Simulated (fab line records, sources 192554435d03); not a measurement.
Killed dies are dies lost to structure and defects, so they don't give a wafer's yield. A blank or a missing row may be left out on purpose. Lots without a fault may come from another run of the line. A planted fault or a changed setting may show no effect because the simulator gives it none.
Chamber matching | flow n5_finfet | N5_BEOL_M1_CO_CAP_55 on cvd_co-02: 3 sister chambers
The step material Co, precursor CCTBA/H2, target thk 2 nm, time 102.1 s. 3 wafers are shown with their chamber, then 7 later ones without.

WAFERS WITH THEIR CHAMBER
wafer  | chamber | heater_power_w (W)
L660.1 | 1       | 242
L672.2 | 0       | 236
L672.4 | 2       | 254

WAFERS WITHOUT THEIR CHAMBER
wafer  | heater_power_w (W)
L672.6 | 236
L675.1 | 240
L675.2 | 259
L675.6 | 240
L678.1 | 237
L678.2 | 238
L678.4 | 238

WHICH CHAMBER EACH WENT THROUGH
wafer  | from the rows above     | in truth
L672.6 | 0                       | 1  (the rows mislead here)
L675.1 | can't be placed: 1 or 0 | 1
L675.2 | 2                       | 2
L675.6 | can't be placed: 1 or 0 | 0
L678.1 | can't be placed: 0 or 1 | 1
L678.2 | can't be placed: 0 or 1 | 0
L678.4 | can't be placed: 0 or 1 | 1
Placed correctly: 1 of 7. Can't be placed from these rows: 5 (the true chamber is among the candidates in 5). Placed wrongly: 1.
How it was worked out, from the rows above alone: a wafer's distance from a chamber is the root of the sum, over the readings, of the square of ((its reading less the chamber's mean) divided by the reading's scatter). The wafer belongs to the nearest chamber; if the next one is less than 2 further off, it can't be placed. A chamber's mean is the mean of its shown wafers. The scatter: with one shown wafer a chamber, the root of the mean of the squares of how far each hidden wafer lies from its nearest shown one.
